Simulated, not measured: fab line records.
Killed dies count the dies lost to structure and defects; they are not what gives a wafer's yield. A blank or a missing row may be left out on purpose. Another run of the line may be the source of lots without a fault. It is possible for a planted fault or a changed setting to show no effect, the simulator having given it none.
Split-lot study + flow n5-finfet + 21 wafers read across 7 lots, on a route 1938 steps long

THE SPLIT
At N5_BEOL_M7_COAT_59 (time 60 s, resist thk 100 nm), the setting spin-rpm was moved away from the recipe's 1500 rpm on 8 of the 21 wafers read, by -9.6% to +9.7%. All remaining wafers had this setting at the recipe value.

FROM THE SPLIT TO THE READING: what the file shows between them, 8 steps
- N5_BEOL_M7_COAT_05: resist thk 90 nm (also split here: spin-rpm)
- N5_BEOL_M7_EBR_07
- N5_BEOL_M7_SOFTBAKE_06: time 60 s
- N5_BEOL_M7_DESCUM_16: chemistry O2, time 7.9 s
- N5_BEOL_M7_ETCH_61: etches SiARC in CF4, target depth 45.5 nm, time 75.8 s
- N5_BEOL_M7_ETCH_62: etches SOC in N2/H2, target depth 110 nm, overetch 22 nm, time 165 s
- N5_BEOL_M7_STRIP_68: strips in N2/H2
- N5_BEOL_M7_STRIP_67: strips in CF4

THE READING
SOC_of_BEOL_M7_COAT_59.thk-nm (the simulator's own value, which no gauge read), in nm, at N5_BEOL_M7_HM_OPEN_17 (chemistry Cl2/BCl3, target TiN, target depth 20 nm, overetch 6 nm). No usual value for it is given in the file. Here, 13 wafers ran the recipe; their average is 92.0 nm with a standard deviation of 0.24 nm.

| wafer  | tool, chamber at the split | spin-rpm as run, rpm | against the recipe | SOC_of_BEOL_M7_COAT_59.thk-nm, nm | against lot-mates on the recipe |
|--------|----------------------------|----------------------|--------------------|-----------------------------------|---------------------------------|
| L082.1 | litho-track-03, 0          | 1401                 | -6.6%              | 95.8                              | +3.6                            |
| L082.2 | litho-track-03, 0          | 1500                 | recipe             | 92.2                              | -                               |
| L082.3 | litho-track-03, 0          | 1401                 | -6.6%              | 95.6                              | +3.4                            |
| L083.4 | litho-track-05, 0          | 1500                 | recipe             | 91.8                              | -                               |
| L083.5 | litho-track-05, 0          | 1500                 | recipe             | 92.2                              | -                               |
| L083.6 | litho-track-05, 0          | 1500                 | recipe             | 92.2                              | -                               |
| L087.2 | litho-track-05, 0          | 1500                 | recipe             | 92.2                              | -                               |
| L087.5 | litho-track-05, 0          | 1645                 | +9.7%              | 87.2                              | -5.0                            |
| L087.6 | litho-track-05, 0          | 1645                 | +9.7%              | 87.4                              | -4.8                            |
| L089.1 | litho-track-03, 0          | 1500                 | recipe             | 92.2                              | -                               |
| L089.5 | litho-track-03, 0          | 1500                 | recipe             | 92                                | -                               |
| L089.6 | litho-track-03, 0          | 1577                 | +5.1%              | 89.8                              | -2.3                            |
| L088.2 | litho-track-04, 0          | 1356                 | -9.6%              | 97.4                              | +5.6                            |
| L088.5 | litho-track-04, 0          | 1500                 | recipe             | 91.8                              | -                               |
| L088.6 | litho-track-04, 0          | 1500                 | recipe             | 91.8                              | -                               |
| L093.1 | litho-track-04, 0          | 1500                 | recipe             | 92                                | -                               |
| L093.5 | litho-track-04, 0          | 1500                 | recipe             | 92                                | -                               |
| L093.3 | litho-track-04, 0          | 1500                 | recipe             | 92.2                              | -                               |
| L094.1 | litho-track-04, 0          | 1564                 | +4.3%              | 89.4                              | -2.0                            |
| L094.4 | litho-track-04, 0          | 1500                 | recipe             | 91.4                              | -                               |
| L094.5 | litho-track-04, 0          | 1564                 | +4.3%              | 89.2                              | -2.2                            |

FIT RESULTS
A straight line over all 21 wafers: SOC_of_BEOL_M7_COAT_59.thk-nm changes by -0.528 nm for each +1% of spin-rpm; r = -0.99; the points scatter about the line by 0.32 nm.
The same after taking each lot's own level away (the mean of its wafers on the recipe; 21 wafers): -0.525 nm for each +1%; r = -1.00; scatter 0.19 nm.
On that fit, the largest move of spin-rpm shifts the reading by 5.1 nm.
The lots' own levels span 91.40 to 92.20 nm, that is 3.4 times the standard deviation above.
Consequently the slope shifts little with the lot-to-lot level, the two slopes agreeing.
Check: with one of the wafers moved furthest among these (+9.7%) left out of the fit, the line predicts -5 nm for it against its lot-mates. It came out at -5 nm against them.

FURTHER SPLITS ON THESE WAFERS
Before the reading, these wafers also passed through other splits. Each is held against what the fit with the lots' levels taken away leaves over:
| other split on the same wafers   | wafers away from the commonest value | r with SOC_of_BEOL_M7_COAT_59.thk-nm (lot level and that fit taken away) |
|----------------------------------|--------------------------------------|--------------------------------------------------------------------------|
| N5_BEOL_M6_TRENCH_ETCH_37 time-s | 6                                    | -0.11                                                                    |
| N5_BEOL_M7_COAT_05 spin-rpm      | 5                                    | -0.10                                                                    |

THE WHOLE CHAIN: every reading that the file lists as answering this split, in the file's order
| step                  | what it does                                                         | reading                                                                        | change (the file's fit)               | r (the file's) |
|-----------------------|----------------------------------------------------------------------|--------------------------------------------------------------------------------|---------------------------------------|----------------|
| N5_BEOL_M7_COAT_59    | time 60 s, resist thk 100 nm                                         | SOC_of_BEOL_M7_COAT_59.thk-nm (the simulator's own value, which no gauge read) | -0.524 nm for each +1% of the setting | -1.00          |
| N5_BEOL_M7_ETCH_62    | etches SOC in N2/H2, target depth 110 nm, overetch 22 nm, time 165 s | etch.depth-nm (the simulator's own value, which no gauge read)                 | -0.522 nm for each +1% of the setting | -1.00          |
| N5_BEOL_M7_HM_OPEN_17 | chemistry Cl2/BCl3, target TiN, target depth 20 nm, overetch 6 nm    | SOC_of_BEOL_M7_COAT_59.thk-nm (the simulator's own value, which no gauge read) | -0.53 nm for each +1% of the setting  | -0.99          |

FILE'S OWN FIT
SOC_of_BEOL_M7_COAT_59.thk-nm changes by -0.53 nm for each +1% of spin-rpm, r = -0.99.
